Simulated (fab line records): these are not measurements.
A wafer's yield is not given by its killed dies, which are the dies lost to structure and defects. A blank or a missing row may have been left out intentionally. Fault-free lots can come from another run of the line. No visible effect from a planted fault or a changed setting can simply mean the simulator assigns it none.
Matching of chambers ; flow n5-finfet ; 4 sister chambers for N5_FIN_SAQP_FIN_ETCH_36 on rie-si-02
The step etches the open film in HBr/Cl2/O2, target depth 120 nm, time 50.4 s. 8 wafers are shown with their chamber, then 9 later ones without.

## WAFERS PAIRED WITH THEIR CHAMBERS
wafer;chamber;throttle-valve-pct (%);drypump-motor-current-A (A)
L075.3;0;35.77;6.3
L083.6;3;36.10;6.4
L085.2;2;35.84;5.9
L085.3;1;36.25;5.6
L085.4;0;35.77;6.3
L090.1;3;36.10;6.3
L090.5;1;36.22;5.7
L090.6;2;35.87;5.9

## WAFERS WHOSE CHAMBER IS MISSING
wafer;throttle-valve-pct (%);drypump-motor-current-A (A)
L094.2;35.76;6.3
L094.5;35.83;5.9
L094.6;36.23;5.6
L095.1;35.80;6.3
L095.2;36.25;5.6
L095.4;36.08;6.4
L097.1;35.82;6.0
L097.2;35.79;6.3
L097.6;36.08;6.3

## CHAMBER TAKEN BY EACH
wafer;from the rows above;in truth
L094.2;0;0
L094.5;2;2
L094.6;1;1
L095.1;0;0
L095.2;1;1
L095.4;3;3
L097.1;2;2
L097.2;0;0
L097.6;3;3
Correctly placed: 9 of 9. Left unplaced by these rows: 0. 0 placed wrongly.
How it was worked out, from the rows above alone: a wafer's distance from a chamber is the root of the sum, over the readings, of the square of ((its reading less the chamber's mean) divided by the reading's scatter). The wafer belongs to the nearest chamber; if the next one is less than 2 further off, it can't be placed. The mean given for a chamber averages the wafers shown for that chamber. The scatter: the root of (the sum of the squares of (reading less its chamber's mean) over the shown wafers, divided by (wafers less chambers)).
